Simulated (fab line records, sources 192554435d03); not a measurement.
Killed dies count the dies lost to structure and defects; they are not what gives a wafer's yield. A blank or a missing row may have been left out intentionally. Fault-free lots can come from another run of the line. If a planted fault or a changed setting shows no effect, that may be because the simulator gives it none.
2 desks, one fault + flow n5_finfet + numbers are kept per desk, each desk with only its own; the story behind them comes last

## AT THE METROLOGY DESK
Means of the sampled wafers that have a number, per lot and without regard to the tool the lot ran on: this is what the gauges read. If a lot's mean is further than 4 standard deviations from the usual mean, the lot is out of limits and carries the mark OUT (the distance appears in the brackets).
Columns: A = cd_nm at N5_STI_FIN_REVEAL_CD_MEAS_22, usual 6.36 nm; B = trench_depth_nm at N5_STI_FIN_REVEAL_FIN_H_MEAS_10, usual 51.7 nm
| lot  | first seen here | A    | B               |
|------|-----------------|------|-----------------|
| L724 | day 3 03:08     | 6.37 | 51.1            |
| L725 | day 3 07:21     | 6.15 | 51.1            |
| L729 | day 4 08:38     | 6.21 | 51.2            |
| L730 | day 4 13:02     | 6.52 | 51.2            |
| L732 | day 5 02:18     | 6.08 | 48.8            |
| L733 | day 5 08:20     | 6.09 | 46.1 (-6.2) OUT |
| L734 | day 5 14:39     | 6.62 | 48.0 (-4.1) OUT |
| L740 | day 7 00:35     | 6.54 | 51.6            |
| L741 | day 7 07:03     | 6.69 | 52.9            |
| L744 | day 8 01:43     | 6.52 | 51.7            |
| L745 | day 8 06:43     | 6.19 | 52.2            |
This desk's finding: out of limits on L733, L734; first on L733, day 5 08:22 (trench_depth_nm at N5_STI_FIN_REVEAL_FIN_H_MEAS_10). L724, L725, L729, L730, L732, L740, L741, L744, L745: within limits.

## TOOL OWNER'S DESK, vapor_etch-01
The tool's own readings at N5_STI_FIN_REVEAL_RECESS_09 (chemistry HF/NH3, target SiO2, afs cycles 11, target depth 42.5 nm, sublimation time 60 s): means of the sampled wafers that have a number, for each lot that ran on this tool. If a lot's mean is further than 4 standard deviations from the usual mean, the lot is out of limits and carries the mark OUT (the distance appears in the brackets).
Columns: A = drypump_motor_current_A at N5_STI_FIN_REVEAL_RECESS_09, usual 5.7 A
| lot  | first seen here | A   |
|------|-----------------|-----|
| L724 | day 3 00:59     | 5.4 |
| L729 | day 4 06:29     | 5.5 |
| L730 | day 4 10:21     | 5.4 |
| L732 | day 5 00:10     | 6.0 |
| L733 | day 5 05:40     | 6.0 |
| L734 | day 5 11:58     | 6.0 |
| L744 | day 7 22:52     | 6.0 |
| L745 | day 8 04:02     | 5.4 |
Result from this desk: across the 8 lots, nothing is out of limits.

## ALL TOGETHER
Metrology desk: alarm possible at day 5 08:22 on L733, L734.
The tool owner's desk saw nothing out of limits.
The tool owner's desk has L733, L734 on record, within its limits.
On vapor_etch-01, each named lot ran N5_STI_FIN_REVEAL_RECESS_09.

## WHAT THE SIMULATOR HAD PUT IN
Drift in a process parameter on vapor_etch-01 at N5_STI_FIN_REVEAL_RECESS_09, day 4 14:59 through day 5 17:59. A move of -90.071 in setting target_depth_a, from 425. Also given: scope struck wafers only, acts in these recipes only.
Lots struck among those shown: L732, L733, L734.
Hours from the fault's start to each desk's first reading out of limits: the metrology desk, 17.
